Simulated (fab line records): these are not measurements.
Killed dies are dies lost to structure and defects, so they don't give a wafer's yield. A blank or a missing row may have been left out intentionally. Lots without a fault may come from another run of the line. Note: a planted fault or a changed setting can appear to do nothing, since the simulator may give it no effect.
Code-filled problem report in 8D (eight disciplines) form / flow nandHarc / the parts of the form that need people (team, actions taken, sign-off) are left out

== 1. THE ISSUE ==
Mean of runLengthS at NHARC_A_SLIT_ETCH_15: 675.1 s across 6 wafers in 2 lots; on wafers with no fault it is 853.0 s (standard deviation 0.44). So: -99 or more standard deviations from the usual mean.
The step: etches the open film in O2/COS, target depth 3200 nm, time 832 s.
Earliest sighting: wafer L303.1 on rieDiel-01 at day 18 03:37. The record has a number at this step for 42 wafers belonging to 14 lots. The rule behind "out" and "out of limits": a value lying over 4 standard deviations away from the usual mean. The rest of the wafers with a number are treated as sound.

== 2. WHAT IT IS, WHAT IT ISN'T ==
question=which readings at this step | is=runLengthS | is not=drypumpMotorCurrentA, oesProductAu, rfVppV, showerheadPlenumPTorr
question=which lots | is=L303, L306 | is not=L288, L289, L290, L291, L292, L294, L295, L296, L297, L307, L308, L311
question=which wafers of those lots | is=all that have a number | is not=-
question=read on which tools | is=rieDiel-01 | is not=rieDiel-02, rieDiel-13
question=when | is=from day 18 03:37 | is not=up to then (27 sound wafers); but 9 sound wafers of L307, L308, L311 came after

== 3. WHAT RULES OUT EACH SUSPECT ==
Counting: a tool at a process step up to the reading stays a suspect if it ran every lot that is out and no sound lot after the first of them.
- pecvd-02 at NHARC_A_SLIT_DEP_23 (deposits SiON, target thk 100 nm): ruled out as a lasting fault. Sound lots L308 ran on it after its first lot that is out, L303 (day 18 02:34).
- rieDiel-01 at NHARC_A_SLIT_DESCUM_14 (chemistry O2, time 3 s): kept. Every lot that is out went through it, starting with L303 (day 18 03:26), and after that it ran no sound lot; the last sound lot it ran before then is L297 (day 16 21:04).
- rieDiel-01 at NHARC_A_SLIT_ETCH_15 (etches the open film in O2/COS, target depth 3200 nm, time 832 s): kept. Every lot that is out went through it, starting with L303 (day 18 03:37), and after that it ran no sound lot; the last sound lot it ran before then is L297 (day 16 21:15). On those wafers its own readings are out: runLengthS.
The count leaves rieDiel-01 at NHARC_A_SLIT_ETCH_15 and rieDiel-01 at NHARC_A_SLIT_DESCUM_14.

== 4. THE CAUSE (what the simulator had put in) ==
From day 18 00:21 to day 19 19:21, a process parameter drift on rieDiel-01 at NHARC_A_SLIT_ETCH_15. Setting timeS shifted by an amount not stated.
Counting leaves 2 suspects; this tool is one of them.

== 5. THE CHAIN OF EFFECTS, in route order ==
Each row: a reading whose mean over the struck wafers that have a number lies more than 3 standard deviations from the usual. Only readings for which the record gives a usual standard deviation are gone through. hours: the time from each lot's start at the first step in this table that gives one to its start at this step, as a median over the lots. sigmas: the change in usual standard deviations.
hours=0; step=NHARC_A_SLIT_ETCH_15; reading=runLengthS; usual=853.0 s; on struck wafers=675.1; change=-177.9; sigmas=-99 or more
The process steps in it:
- NHARC_A_SLIT_ETCH_15: etches the open film in O2/COS, target depth 3200 nm, time 832 s.

== 6. HOW IT WOULD HAVE BEEN CAUGHT EARLIER ==
In this record no reading fell out of limits until day 18 03:37, 3 hours after the fault had begun at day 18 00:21.
